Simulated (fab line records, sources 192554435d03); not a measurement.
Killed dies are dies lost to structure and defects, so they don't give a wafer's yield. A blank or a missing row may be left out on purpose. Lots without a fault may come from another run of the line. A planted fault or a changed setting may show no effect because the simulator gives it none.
Chamber matching | flow n5_finfet | N5_BEOL_M12_ETCH_67 on rie_diel-06: 4 sister chambers
The step etches SiARC in CF4, target depth 143 nm, time 238.3 s. 8 wafers are shown with their chamber, then 8 later ones without.

WAFERS WITH THEIR CHAMBER
wafer  | chamber | drypump_motor_current_A (A) | showerhead_plenum_p_Torr (Torr)
L081.2 | 1       | 6.5                         | 2.17
L081.4 | 3       | 5.3                         | 2.11
L084.2 | 0       | 6.2                         | 2.09
L084.6 | 2       | 5.7                         | 2.08
L088.1 | 0       | 6.2                         | 2.08
L088.5 | 3       | 5.4                         | 2.11
L088.6 | 2       | 5.7                         | 2.08
L094.2 | 1       | 6.5                         | 2.16

WAFERS WITHOUT THEIR CHAMBER
wafer  | drypump_motor_current_A (A) | showerhead_plenum_p_Torr (Torr)
L094.3 | 6.2                         | 2.08
L094.4 | 5.7                         | 2.07
L095.3 | 6.2                         | 2.08
L095.5 | 5.4                         | 2.11
L095.6 | 5.7                         | 2.07
L096.3 | 6.5                         | 2.16
L096.4 | 6.2                         | 2.08
L096.5 | 6.2                         | 2.08

WHICH CHAMBER EACH WENT THROUGH
wafer  | from the rows above | in truth
L094.3 | 0                   | 0
L094.4 | 2                   | 2
L095.3 | 0                   | 0
L095.5 | 3                   | 3
L095.6 | 2                   | 2
L096.3 | 1                   | 1
L096.4 | 0                   | 0
L096.5 | 0                   | 0
Placed correctly: 8 of 8. Can't be placed from these rows: 0. Placed wrongly: 0.
How it was worked out, from the rows above alone: a wafer's distance from a chamber is the root of the sum, over the readings, of the square of ((its reading less the chamber's mean) divided by the reading's scatter). The wafer belongs to the nearest chamber; if the next one is less than 2 further off, it can't be placed. A chamber's mean is the mean of its shown wafers. The scatter: the root of (the sum of the squares of (reading less its chamber's mean) over the shown wafers, divided by (wafers less chambers)).
